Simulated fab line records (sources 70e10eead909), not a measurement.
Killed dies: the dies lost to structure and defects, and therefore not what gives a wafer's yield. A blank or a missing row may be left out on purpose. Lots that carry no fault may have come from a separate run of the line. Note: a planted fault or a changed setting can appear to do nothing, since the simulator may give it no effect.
fab line records | flow nand-harc
[record] lots = 5 wafers = 15 last-day = 30
route steps=1302 shown A_M0@1166 A_M1@1169 END@1302
lots untouched by any fault: they come from a run of this same line in which no faults occurred
start-h: hours from the record's opening day to when the first of the lot's shown wafers began | wait-h: time in hours since the lot's previous step | " identical to the entry in the row above | L1.1+2: a row that stands for several wafers | - no value present, or no start provided | * or withheld: withheld | < > ~ a bound
route shown NAME@n: NAME is a module with steps in the file, n the number in the route of the first one | usual: the fault-free wafers' mean and standard deviation | same: alike in all rows | chamber/n: place in a boat | sites: each site's reading | _std_site: their standard deviation | _edge_site: mean of outer sites minus mean of inner sites | radius-mm: how far each site lies from the wafer's centre | mask NAME#n: copy n | behind: the tool/chamber that last shaped the wafer | hold: reason for holding the lot/hours on hold/outcome of the hold | device: which transistor (n, p or np) failed to switch | end of line: the route-end tests of the same wafers | a step without rows: its recipe alone | killed: not the wafer's yield, but the dies lost to structure and defects at the first sort | map: dies across one wafer; x = killed, . = not, _ = none there
set.NAME: the run value of the setting; set.NAME@STEP: its run value at that earlier step | model.NAME: the simulator's own value behind a step, which no gauge read
lots at selected steps of the route; one table per step, one row per wafer
services: a tool's chamber out of use, with start hour (start-h, from the record's first day; less than 0 if before it), hours out, and reason
[[steps]]
[step NHARC_A_M0_INSPECT_27]
[usual] raw-defect-count = 556/130
// columns lot.wafer tool chamber start-h wait-h raw-defect-count
L140.3 defect-inspect-01 - 589.14 0.0 916
L140.4 " - " " 952
L140.6 " - " " 689
L147.1 defect-inspect-02 - 645.87 0.0 463
L147.2 " - " " 482
L147.4 " - " " 508
L150.1 defect-inspect-02 - 668.29 0.0 573
L150.2 " - " " 585
L150.6 " - " " 550
L149.2 defect-inspect-02 - 670.89 0.0 454
L149.3 " - " " 437
L149.4 " - " " 432
L148.1 defect-inspect-02 - 672.29 0.0 628
L148.5 " - " " 590
L148.6 " - " " 508
[step NHARC_A_M0_PRE_CLEAN_31]
[recipe] time-s = 12 temp-c = 370 rf-power-w = 300 gas = NH3
[usual] heater-power-outer-w = 379/51 heater-power-w = 645/66
// columns lot.wafer tool chamber start-h wait-h heater-power-outer-w heater-power-w
L140.3 pecvd-03 2 589.20 0.1 341 605
L140.6 " 2 " " 333 604
L140.4 " 1 " " 389 705
L147.1 pecvd-02 1 645.94 0.1 283 537
L147.2 " 2 " " 423 671
L147.4 " 0 " " 324 573
L150.2 pecvd-02 1 668.36 0.1 237 475
L150.1 " 0 " " 356 601
L150.6 " 2 " " 417 662
L149.2 pecvd-03 1 671.01 0.1 379 679
L149.3 " 2 " " 358 623
L149.4 " 0 " " 389 624
L148.1 pecvd-02 1 672.41 0.1 266 523
L148.6 " 1 " " 280 527
L148.5 " 2 " " 411 644
[step NHARC_A_M0_DEP_32]
[recipe] target-thk-a = 300 temp-c = 370 target-thk-nm = 30 pressure-torr = 3 flow-sccm = 200 rf-w = 450 material = SiCN
[usual] heater-power-outer-w = 341/51 heater-power-w = 595/69
// columns lot.wafer tool chamber start-h wait-h heater-power-outer-w heater-power-w
L140.3 pecvd-03 2 589.28 0.1 322 576
L140.6 " 2 " " 324 581
L140.4 " 1 " " 337 648
L147.1 pecvd-02 1 646.02 0.1 217 455
L147.2 " 2 " " 366 586
L147.4 " 0 " " 364 613
L150.2 pecvd-02 1 668.44 0.1 191 420
L150.1 " 0 " " 363 623
L150.6 " 2 " " 372 610
L149.2 pecvd-03 1 671.09 0.1 343 654
L149.3 " 2 " " 294 561
L149.4 " 0 " " 345 538
L148.1 pecvd-02 1 672.49 0.1 237 466
L148.6 " 1 " " 237 480
L148.5 " 2 " " 371 597
[step NHARC_A_M1_DEP_00]
[recipe] target-thk-a = 1825 target-thk-nm = 182.5 temp-c = withheld pressure-torr = 5 flow-sccm = 200 rf-w = 600 material = SiOC
[step NHARC_A_M1_DEHYDRATE_01]
[recipe] temp-c = 150 time-s = 120
[step NHARC_A_M1_HMDS_02]
[recipe] time-s = 30
[step NHARC_A_M1_COAT_34]
[recipe] temp-c = 200 time-s = 65
[step NHARC_A_M1_COAT_03]
[recipe] spin-rpm = 1500 resist-thk-nm = 90
[step NHARC_A_M1_SOFTBAKE_04]
[recipe] temp-c = 105 time-s = 55
[step NHARC_A_M1_EBR_05]
[step NHARC_A_M1_EXPOSE_06]
[recipe] na = 1.35 target-cd-nm = 120 dose-mj = 75.13 mask-id = A_M1
[step NHARC_A_M1_PEB_07]
[recipe] peb-temp-c = 100 peb-time-s = 65
[step NHARC_A_M1_DEVELOP_08]
[recipe] develop-time-s = 35 dev-temp-c = 23
// columns lot.wafer tool chamber start-h wait-h
L140.3+4+6 litho-track-04 0 590 -
L147.1+2+4 litho-track-01 0 647 -
L150.1+2+6 litho-track-04 0 669 -
L149.2+3+4 litho-track-01 0 672 -
L148.1+5+6 litho-track-04 0 673 -
[step NHARC_A_M1_CD_MEAS_09]
[recipe] target-cd-nm = 120 landing-energy-ev = 500
[usual] cd-nm = 120.4/0.51
// columns lot.wafer tool chamber start-h wait-h cd-nm
L140.3 cd-sem-01 0 590.41 - 119.3
L140.4 " 0 " " 120.8
L140.6 " 0 " " 123.4
L147.1 cd-sem-01 0 647.26 - 119.7
L147.2 " 0 " " 120.4
L147.4 " 0 " " 120.9
L150.1 cd-sem-01 0 669.56 - 120.5
L150.2 " 0 " " 121.1
L150.6 " 0 " " 120.2
L149.2 cd-sem-03 0 672.34 - 120.4
L149.3 " 0 " " 120.7
L149.4 " 0 " " 120.7
L148.1 cd-sem-02 0 673.73 - 120.4
L148.5 " 0 " " 120.9
L148.6 " 0 " " 121.2
[step NHARC_A_M1_OVL_MEAS_10]
[recipe] pitch-nm = 240
[usual] overlay-x-nm = 0.3/0.77 overlay-y-nm = -0.1/0.81
// columns lot.wafer tool chamber start-h wait-h overlay-x-nm overlay-y-nm
L140.3 overlay-01 - 590.49 - 0.3 1.4
L140.4 " - " " 0.4 1.0
L140.6 " - " " 0.3 0.9
L147.1 overlay-01 - 647.35 - 1.9 -0.8
L147.2 " - " " 0.7 -0.9
L147.4 " - " " 1.1 -0.7
L150.1 overlay-02 - 669.65 - -1.1 -1.6
L150.2 " - " " -1.1 -0.8
L150.6 " - " " -1.0 -0.5
L149.2 overlay-01 - 672.43 - 0.0 1.4
L149.3 " - " " 0.0 1.4
L149.4 " - " " 0.0 1.6
L148.1 overlay-01 - 673.82 - 0.7 0.6
L148.5 " - " " -0.1 0.1
L148.6 " - " " -0.2 -0.5
[step NHARC_A_M1_INSPECT_11]
[usual] raw-defect-count = 80/34
// columns lot.wafer tool chamber start-h wait-h raw-defect-count
L140.3 defect-inspect-01 - 590.53 0.0 52
L140.4 " - " " 64
L140.6 " - " " 88
L147.1 defect-inspect-01 - 647.39 0.0 93
L147.2 " - " " 96
L147.4 " - " " 90
L150.1 defect-inspect-02 - 669.68 0.0 113
L150.2 " - " " 132
L150.6 " - " " 91
L149.2 defect-inspect-01 - 672.47 0.0 110
L149.3 " - " " 86
L149.4 " - " " 98
L148.1 defect-inspect-01 - 673.86 0.0 153
L148.5 " - " " 136
L148.6 " - " " 149
[step NHARC_A_M1_DESCUM_14]
[recipe] time-s = 3 o2-flow-sccm = 200 ar-flow-sccm = 0 bias-power-w = 0 chemistry = O2
[usual] chamber-pressure-mTorr = 60.00/0.05 drypump-motor-current-A = 5.93/0.3 oes-product-au = 1.002/0.0092 rf-vpp-V = 57.8/0.85 showerhead-plenum-p-Torr = 1.91/0.055 throttle-valve-pct = 11.312/0.0087
// columns lot.wafer tool chamber start-h wait-h chamber-pressure-mTorr drypump-motor-current-A oes-product-au rf-hours-counter-h rf-vpp-V showerhead-plenum-p-Torr throttle-valve-pct model.A_M1.cd-nm
L140.3 rie-diel-04 2 590.59 0.1 60.03 6.03 1.012 1.4 58.0 1.99 11.304 120.2
L140.4 " 0 " " 60.03 6.11 1.003 0.5 57.2 1.91 11.330 120.7
L140.6 " 3 " " 59.95 5.69 1.002 - 57.6 1.93 11.317 122.6
L147.4 rie-diel-04 3 647.45 0.1 59.99 5.72 1.000 2.6 57.6 1.93 11.308 119.8
L147.1 " 0 " " 60.00 6.11 1.011 2.0 57.2 1.91 11.314 120.5
L147.2 " 1 " " 59.97 5.94 1.018 3.2 57.1 1.85 11.312 120.8
L150.2 rie-diel-05 3 669.76 0.1 59.94 5.56 1.009 3.2 59.0 1.96 11.311 121.1
L150.1 " 0 " " 59.99 6.27 1.018 3.9 57.3 1.85 11.323 120.8
L150.6 " 1 " " 60.05 5.97 1.012 - 58.9 1.95 11.303 121.1
L149.2 rie-diel-04 3 672.53 0.1 59.97 5.69 1.002 3.4 59.0 1.93 11.299 119.5
L149.3 " 0 " " 59.91 6.08 1.011 2.5 56.8 1.91 11.306 120.5
L149.4 " 1 " " 59.90 5.96 1.001 3.6 58.4 1.85 11.311 120.8
L148.1 rie-diel-06 1 673.94 0.1 60.04 5.68 0.999 0.1 56.9 1.92 11.309 121
L148.6 " 2 " " 59.97 6.24 1.000 - 58.0 1.90 11.316 120.8
L148.5 " 3 " " 60.02 6.02 0.976 - 58.6 2.01 11.314 121
[step NHARC_A_M1_ETCH_35]
[recipe] target-depth-a = 400 overetch-a = 120 time-s = 43.94 ion-energy-ev = 200 n2-flow-sccm = 150 h2-flow-sccm = 150 ar-flow-sccm = 0 rf-w = 400 bias-w = 150 chemistry = N2/H2
[usual] chamber-pressure-mTorr = 30.004/0.027 drypump-motor-current-A = 5.93/0.3 n2-flow-sccm = 150.0/0.43 oes-product-au = 1.000/0.0096 rf-vpp-V = 430.3/1.9 showerhead-plenum-p-Torr = 2.04/0.063 throttle-valve-pct = 14.173/0.0091
// columns lot.wafer tool chamber start-h wait-h chamber-pressure-mTorr drypump-motor-current-A n2-flow-sccm oes-product-au rf-hours-counter-h rf-vpp-V showerhead-plenum-p-Torr throttle-valve-pct
L140.3 rie-diel-04 2 590.68 0.1 29.993 5.99 149.5 1.007 1.4 431.6 2.12 14.164
L140.4 " 0 " " 29.977 6.08 149.6 1.008 0.5 430.8 2.04 14.186
L140.6 " 2 " " 30.010 5.98 149.6 1.007 - 433.1 2.12 14.158
L147.2 rie-diel-04 1 647.54 0.1 30.008 5.93 150.1 1.011 3.2 426.5 1.97 14.172
L147.1 " 3 " " 30.019 5.69 149.5 0.997 2.6 430.4 2.06 14.189
L147.4 " 0 " " 30.024 6.10 149.4 1.006 2.0 431.6 2.04 14.185
L150.1 rie-diel-05 3 669.84 0.1 30.009 5.60 150.4 1.013 3.2 430.5 2.09 14.171
L150.2 " 0 " " 30.027 6.26 150.6 1.005 3.9 428.5 1.97 14.153
L150.6 " 2 " " 30.028 6.31 150.3 0.997 - 428.1 1.98 14.183
L149.4 rie-diel-04 0 672.61 0.1 30.026 6.09 150.3 0.991 2.5 430.1 2.03 14.168
L149.3 " 1 " " 30.005 5.90 149.6 0.997 3.6 428.9 1.96 14.162
L149.2 " 2 " " 29.990 5.98 150.0 0.997 3.9 432.4 2.12 14.175
L148.1 rie-diel-06 0 674.02 0.1 29.976 5.14 150.1 1.002 0.1 427.9 1.93 14.173
L148.6 " 2 " " 30.021 6.24 149.7 1.005 - 429.2 2.03 14.169
L148.5 " 3 " " 30.008 6.04 149.8 0.988 - 433.3 2.15 14.178
[step NHARC_A_M1_ETCH_15]
[recipe] target-depth-a = 1825 time-s = 91.2 c4f8-flow-sccm = withheld ar-flow-sccm = 400 rf-w = 600 bias-w = 300 chemistry = C4F8/Ar
[usual] chamber-pressure-mTorr = 25.004/0.023 oes-product-au = 0.956/0.023 rf-vpp-V = 440.8/1.9
// columns lot.wafer tool chamber start-h wait-h chamber-pressure-mTorr oes-product-au rf-hours-counter-h rf-vpp-V
L140.4 rie-diel-04 2 - - 25.031 0.952 1.5 441.4
L140.3 " 0 " " 24.996 0.945 0.6 440.3
L140.6 " 3 " " 25.014 0.936 - 441.4
L147.4 rie-diel-04 0 - - 25.017 0.923 2.0 439.8
L147.1 " 2 " " 24.987 0.929 3.2 442.4
L147.2 " 3 " " 24.981 0.921 2.7 441.3
L150.1 rie-diel-05 1 - - 24.997 0.935 4.1 442.9
L150.2 " 3 " " 25.000 0.925 3.2 443.0
L150.6 " 0 " " 24.981 0.928 - 441.1
L149.4 rie-diel-04 0 - - 24.976 0.963 2.5 442.1
L149.2 " 1 " " 25.026 0.965 3.7 438.9
L149.3 " 2 " " 24.956 0.989 3.9 442.0
L148.1 rie-diel-06 0 - - 24.994 0.973 0.1 436.3
L148.5 " 3 " " 24.951 0.943 - 443.2
L148.6 " 0 " " 24.991 0.973 - 438.0
[step NHARC_A_M1_CD_MEAS_16]
[usual] cd-nm = 120.1/0.77
// columns lot.wafer tool chamber start-h wait-h cd-nm
L140.3 cd-sem-01 - 590.90 - 120.3
L140.4 " - " " 120.0
L140.6 " - " " 122.5
L147.1 cd-sem-02 - 647.75 - 120.3
L147.2 " - " " 120.4
L147.4 " - " " 119.7
L150.1 cd-sem-02 - 670.05 - 120.6
L150.2 " - " " 121.5
L150.6 " - " " 121.6
L149.2 cd-sem-02 - 672.84 - 119.3
L149.3 " - " " 120.5
L149.4 " - " " 120.1
L148.1 cd-sem-01 - 674.22 - 120.4
L148.5 " - " " 121.4
L148.6 " - " " 120.9
[step NHARC_A_M1_STRIP_18]
[recipe] power-w = 1000 n2-flow-sccm = 150 h2-flow-sccm = 150 ar-flow-sccm = 0 bias-w = 0 chemistry = N2/H2
[usual] chamber-pressure-mTorr = 30.000/0.025 drypump-motor-current-A = 5.9/0.34 n2-flow-sccm = 150.0/0.44 oes-product-au = 1.000/0.009 rf-vpp-V = 90.7/0.98 showerhead-plenum-p-Torr = 2.04/0.067 throttle-valve-pct = 14.172/0.0091
// columns lot.wafer tool chamber start-h wait-h chamber-pressure-mTorr drypump-motor-current-A n2-flow-sccm oes-product-au rf-hours-counter-h rf-vpp-V showerhead-plenum-p-Torr throttle-valve-pct
L140.4 rie-diel-04 0 591.02 0.1 30.019 6.1 150.0 1.000 0.7 90.7 2.04 14.167
L140.3 " 2 " " 30.006 6.0 149.8 1.006 1.5 91.5 2.12 14.182
L140.6 " 0 " " 29.983 6.1 149.6 1.001 - 90.8 2.04 14.165
L147.1 rie-diel-05 0 647.85 0.1 29.968 6.3 149.1 1.013 2.7 91.4 1.97 14.172
L147.2 " 1 " " 29.985 6.0 150.1 1.003 3.0 91.6 2.08 14.168
L147.4 " 2 " " 30.030 6.3 149.2 0.997 3.3 91.3 1.98 14.169
L150.1 rie-diel-05 0 670.13 0.1 30.045 6.3 149.5 1.006 4.0 91.0 1.97 14.181
L150.2 " 3 " " 30.044 5.5 149.9 1.005 3.3 92.8 2.09 14.175
L150.6 " 0 " " 30.003 6.3 149.7 1.002 - 89.9 1.97 14.183
L149.3 rie-diel-06 3 672.93 0.1 30.035 6.0 150.7 0.976 0.0 91.9 2.15 14.165
L149.2 " 1 " " 29.979 5.7 150.9 0.987 0.0 91.1 2.04 14.175
L149.4 " 2 " " 30.003 6.2 149.9 1.002 0.0 90.9 2.03 14.177
L148.1 rie-diel-04 2 674.30 0.1 29.977 6.0 150.0 1.002 4.0 90.9 2.12 14.158
L148.6 " 2 " " 30.019 6.0 150.6 1.004 - 90.4 2.12 14.169
L148.5 " 3 " " 29.996 5.7 150.1 0.999 - 91.1 2.06 14.172
[step NHARC_A_M1_ETCH_28]
[recipe] target-depth-a = 300 over-etch-frac = 0.3 time-s = 72.99 ion-energy-ev = 150 cf4-flow-sccm = 50 n2-flow-sccm = 100 ar-flow-sccm = 150 rf-w = 300 bias-w = 100 chemistry = CF4/N2
[usual] chamber-pressure-mTorr = 30.00/0.03 drypump-motor-current-A = 5.9/0.33 n2-flow-sccm = 100.00/0.29 oes-product-au = 1.000/0.0085 rf-vpp-V = 314.0/1.6 showerhead-plenum-p-Torr = 2.62/0.076 throttle-valve-pct = 19.795/0.0099
// columns lot.wafer tool chamber start-h wait-h chamber-pressure-mTorr drypump-motor-current-A n2-flow-sccm oes-product-au rf-hours-counter-h rf-vpp-V showerhead-plenum-p-Torr throttle-valve-pct model.A_M1.cd-nm
L140.3 rie-diel-04 3 - - 29.98 5.7 99.79 0.999 1.4 314.0 2.65 19.805 121.5
L140.4 " 0 " " 30.00 6.1 99.88 1.007 0.7 313.6 2.62 19.798 120.9
L140.6 " 1 " " 30.01 5.9 100.14 1.015 - 312.6 2.54 19.801 122.6
L147.2 rie-diel-05 3 - - 30.00 5.6 100.33 1.002 2.2 316.1 2.69 19.799 120.7
L147.1 " 0 " " 29.98 6.3 99.62 1.003 2.7 313.4 2.55 19.774 120.7
L147.4 " 1 " " 29.96 6.0 99.25 1.005 3.0 315.1 2.68 19.790 119.7
L150.1 rie-diel-05 0 - - 30.02 6.2 100.12 1.004 4.1 312.8 2.55 19.786 120.6
L150.2 " 3 " " 29.98 5.6 100.13 0.997 3.3 315.1 2.69 19.802 120.8
L150.6 " 0 " " 30.02 6.3 99.99 0.998 - 312.1 2.55 19.805 121.2
L149.2 rie-diel-06 0 - - 29.96 5.2 100.66 1.003 0.1 311.4 2.50 19.807 119.5
L149.4 " 2 " " 30.03 6.2 100.21 1.007 0.0 313.0 2.61 19.794 120.3
L149.3 " 3 " " 29.99 6.0 99.84 0.986 0.1 316.5 2.75 19.810 120
L148.1 rie-diel-04 3 - - 30.01 5.7 100.40 1.006 3.5 313.9 2.65 19.793 121.3
L148.6 " 0 " " 30.04 6.1 99.30 0.995 - 314.0 2.62 19.816 121.7
L148.5 " 1 " " 30.05 5.9 100.22 1.001 - 311.9 2.54 19.797 121.6
[step NHARC_A_M1_STRIP_19]
[recipe] time-s = 600 temp-c = 30 chemistry = post-etch-residue-remover
[step NHARC_END_SORT_01]
[recipe] temp-c = 25
[usual] defect-limited-yield = 92.0/2.4 killed-at-array = 50/16 killed-at-other = 0.8/1 killed-at-periphery = 4/3.1 killed-dies = 54/16 killed-open = 3.2/2 killed-short = 2.5/1.6 sort_bin_2_pct = 2.8/1 sort_bin_3_pct = 0.6/0.35 sort_bin_4_pct = 4.6/1.4 sort-n-pass = 623/16 sort-rim-yield-pct = 90/4.3 sort-yield-pct = 92.0/2.4
[same] gross-dies = 677 sort_bin_5_pct[%] = 0 sort_bin_6_pct[%] = 0 sort_bin_7_pct[%] = 0 sort_bin_8_pct[%] = 0 sort-rim-n-gross = 106.00
// columns lot.wafer tool chamber start-h wait-h defect-limited-yield[%] killed-at-array killed-at-other killed-at-periphery killed-dies killed-open killed-short sort_bin_2_pct[%] sort_bin_3_pct[%] sort_bin_4_pct[%] sort-n-pass sort-rim-yield-pct[%] sort-yield-pct[%]
L140.3 prober-02 0 627.40 3.1 94.8 31 4 0 35 1 3 2.5 0 2.7 642 90 94.8
L140.4 prober-02 0 628.19 3.4 91.9 53 0 2 55 3 1 2.7 1.0 4.4 622 93 91.9
L140.6 prober-02 0 629.79 4.0 91.4 57 0 1 58 3 2 3.5 0.3 4.7 619 96 91.4
L147.1 prober-01 0 681.83 2.5 90.0 63 0 5 68 4 1 3.7 0.6 5.8 609 92 90.0
L147.2 prober-01 0 682.62 2.8 91.3 54 0 5 59 4 1 1.9 0.4 6.4 618 88 91.3
L147.4 prober-01 0 684.20 3.4 88.9 71 1 3 75 2 3 4.0 0 7.1 602 91 88.9
L150.1 prober-02 0 704.81 2.5 89.4 70 0 2 72 6 4 3.2 1.2 6.2 605 91 89.4
L150.2 prober-02 0 705.61 2.8 93.5 44 0 0 44 1 2 2.4 1.3 2.8 633 90 93.5
L150.6 prober-02 0 708.81 4.0 91.6 53 1 3 57 8 1 2.8 0.6 5.0 620 86 91.6
L148.1 prober-01 0 704.85 2.5 87.4 83 0 2 85 2 2 4.4 1.3 6.8 592 92 87.4
L148.5 prober-01 0 708.05 3.7 89.1 71 2 1 74 3 0 4.1 1.3 5.5 603 90 89.1
L148.6 prober-01 0 708.85 4.0 90.4 65 0 0 65 2 3 4.9 0.6 4.1 612 87 90.4
L149.2 prober-02 0 713.43 2.8 91.7 51 0 5 56 6 1 3.8 0.9 3.5 621 90 91.7
L149.3 prober-02 0 714.23 3.1 89.5 69 0 2 71 2 1 3.8 1.0 5.6 606 92 89.5
L149.4 prober-02 0 715.03 3.4 92.0 50 0 4 54 3 1 3.5 0.6 3.8 623 87 92.0
// killed by level:class
L140.3 A_CHANNEL_HOLE_D1:chamber-film-flake=17 A_CHANNEL_HOLE_D2:chamber-film-flake=7 THIN_TSV:chamber-film-flake=4 A_ONON_D1:geometric-particle:short=2 A_CONTACT:chamber-film-flake=2 A_CHANNEL_FILL_D1:geometric-particle:short=1 A_CHANNEL_FILL_D2:geometric-particle:open=1 A_STAIRCASE:chamber-film-flake=1
L140.4 A_CHANNEL_HOLE_D1:chamber-film-flake=30 A_CHANNEL_HOLE_D2:chamber-film-flake=9 A_CONTACT:chamber-film-flake=4 A_M0:chamber-film-flake=2 P_CONTACT:geometric-particle:open=1 A_WL_FILL:geometric-particle:open=1 A_M0:geometric-particle:open=1 A_M0:geometric-particle:short=1
L140.6 A_CHANNEL_HOLE_D1:chamber-film-flake=33 A_CHANNEL_HOLE_D2:chamber-film-flake=10 A_CONTACT:chamber-film-flake=5 P_CONTACT:geometric-particle:open=1 A_ONON_D1:geometric-particle:short=1 A_CHANNEL_FILL_D1:geometric-particle:open=1 A_ONON_D2:geometric-particle:short=1 A_SGD_CUT:geometric-particle:open=1
L147.1 A_CHANNEL_HOLE_D1:chamber-film-flake=23 A_CHANNEL_HOLE_D2:chamber-film-flake=21 A_CONTACT:chamber-film-flake=13 P_BONDPAD:chamber-film-flake=2 A_STAIRCASE:chamber-film-flake=2 P_GATE:geometric-particle:short=1 P_M0:geometric-particle:open=1 A_ONON_D1:geometric-particle:open=1
L147.2 A_CHANNEL_HOLE_D2:chamber-film-flake=20 A_CHANNEL_HOLE_D1:chamber-film-flake=19 A_CONTACT:chamber-film-flake=7 A_SGD_CUT:chamber-film-flake=3 P_CONTACT:geometric-particle:open=2 A_STAIRCASE:chamber-film-flake=2 P_ZERO_WELL:geometric-particle:open=1 P_M0:geometric-particle:open=1
L147.4 A_CHANNEL_HOLE_D1:chamber-film-flake=41 A_CHANNEL_HOLE_D2:chamber-film-flake=18 A_CONTACT:chamber-film-flake=7 P_GATE:geometric-particle:short=1 P_M0:geometric-particle:open=1 A_CHANNEL_FILL_D2:geometric-particle:short=1 A_WL_FILL:geometric-particle:open=1 A_M0:geometric-particle:short=1
L150.1 A_CHANNEL_HOLE_D1:chamber-film-flake=38 A_SLIT:chamber-film-flake=20 A_WL_FILL:geometric-particle:short=2 A_STAIRCASE:chamber-film-flake=2 A_CONTACT:chamber-film-flake=2 P_STI:geometric-particle:open=1 P_M0:geometric-particle:open=1 A_CHANNEL_HOLE_D1:geometric-particle:short=1
L148.1 A_CHANNEL_HOLE_D1:chamber-film-flake=38 A_SLIT:chamber-film-flake=22 A_CHANNEL_HOLE_D2:chamber-film-flake=11 A_STAIRCASE:chamber-film-flake=3 A_M1:chamber-film-flake=2 P_M1:geometric-particle:short=1 A_ONON_D2:geometric-particle:open=1 A_BLC:geometric-particle:short=1
L150.2 A_SLIT:chamber-film-flake=24 A_CHANNEL_HOLE_D1:chamber-film-flake=12 A_CONTACT:chamber-film-flake=4 A_ONON_D1:geometric-particle:short=1 A_WL_FILL:geometric-particle:short=1 A_M0:geometric-particle:open=1 A_CHANNEL_FILL_D2:chamber-film-flake=1
L148.5 A_CHANNEL_HOLE_D1:chamber-film-flake=32 A_SLIT:chamber-film-flake=25 A_CHANNEL_HOLE_D2:chamber-film-flake=5 A_STAIRCASE:chamber-film-flake=3 A_CONTACT:chamber-film-flake=2 A_SGD_CUT:geometric-particle:open=1 A_BLC:geometric-particle:open=1 STARTING-WAFER:geometric-particle:open=1
L150.6 A_CHANNEL_HOLE_D1:chamber-film-flake=23 A_SLIT:chamber-film-flake=23 P_CONTACT:geometric-particle:open=3 A_CHANNEL_FILL_D2:geometric-particle:open=3 A_CONTACT:chamber-film-flake=2 A_ONON_D1:geometric-particle:open=1 A_CHANNEL_FILL_D2:geometric-particle:short=1 STARTING-WAFER:geometric-particle:open=1
L148.6 A_SLIT:chamber-film-flake=22 A_CHANNEL_HOLE_D1:chamber-film-flake=14 A_CHANNEL_HOLE_D2:chamber-film-flake=11 A_STAIRCASE:chamber-film-flake=5 A_ZERO_WELL:chamber-film-flake=3 A_M1:chamber-film-flake=3 A_CONTACT:geometric-particle:short=2 A_DECK1_JOINT:geometric-particle:short=1
L149.2 A_CHANNEL_HOLE_D2:chamber-film-flake=17 A_CHANNEL_HOLE_D1:chamber-film-flake=10 A_CONTACT:chamber-film-flake=10 A_WL_FILL:chamber-film-flake=4 A_SLIT:chamber-film-flake=3 P_M0:geometric-particle:open=2 A_M1:chamber-film-flake=2 P_CONTACT:geometric-particle:open=1
L149.3 A_CHANNEL_HOLE_D1:chamber-film-flake=28 A_CHANNEL_HOLE_D2:chamber-film-flake=21 A_CONTACT:chamber-film-flake=11 A_M1:chamber-film-flake=4 A_SLIT:chamber-film-flake=3 P_CONTACT:geometric-particle:open=1 A_DECK1_JOINT:geometric-particle:open=1 A_ONON_D2:geometric-particle:short=1
L149.4 A_CHANNEL_HOLE_D1:chamber-film-flake=18 A_CHANNEL_HOLE_D2:chamber-film-flake=13 A_CONTACT:chamber-film-flake=10 A_STAIRCASE:chamber-film-flake=3 P_M2:chamber-film-flake=2 P_CONTACT:geometric-particle:short=1 P_CONTACT:geometric-particle:open=1 A_ONON_D2:geometric-particle:open=1
[[services]]
// columns tool chamber start-h hours kind
rie-diel-04 0 565.41 - clean
rie-diel-04 1 565.41 - clean
rie-diel-04 2 565.41 - clean
rie-diel-04 3 565.41 - clean
pecvd-03 - 583.16 0.8 repair
rie-diel-05 - 583.60 9.0 pm
pecvd-02 - 589.37 13.0 pm
rie-diel-04 0 589.91 - clean
rie-diel-04 1 589.91 - clean
rie-diel-04 2 589.91 - clean
rie-diel-04 3 589.91 - clean
pecvd-02 - 609.94 0.6 repair
rie-diel-05 3 612.53 12.3 repair
rie-diel-04 - 613.56 0.2 repair
rie-diel-04 0 614.41 - clean
rie-diel-04 1 614.41 - clean
rie-diel-04 2 614.41 - clean
rie-diel-04 3 614.41 - clean
pecvd-03 0 615.00 9.3 repair
rie-diel-04 0 638.91 - clean
rie-diel-04 1 638.91 - clean
rie-diel-04 2 638.91 - clean
rie-diel-04 - 660.59 2.2 repair
rie-diel-06 - 661.22 9.0 pm
[[key]]
[first-sign] step = NHARC_A_M1_CD_MEAS_09 reading = cd-nm direction = up sigmas = 6 usual = 120.4 struck = 123.4
[effect] step = NHARC_A_M1_CD_MEAS_16 reading = cd-nm direction = up sigmas = 3.1 usual = 120.1 struck = 122.5
[model-effect] step = NHARC_A_M1_DESCUM_14 value = A_M1.cd-nm without = 120.1 struck = 122.6
[model-effect] step = NHARC_A_M1_ETCH_28 value = A_M1.cd-nm without = 120.1 struck = 122.6
met-at NHARC_A_M1_DEVELOP_08
struck-wafers L140.6
[fault] kind = process-parameter-drift tool = litho-track-04 chamber = - onset-h = 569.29 steps = NHARC_A_M1_DEVELOP_08 channel = develop-time-s offset = * shape = step end-h = 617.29 scope = struck-wafers-only acts-in = * stated = *
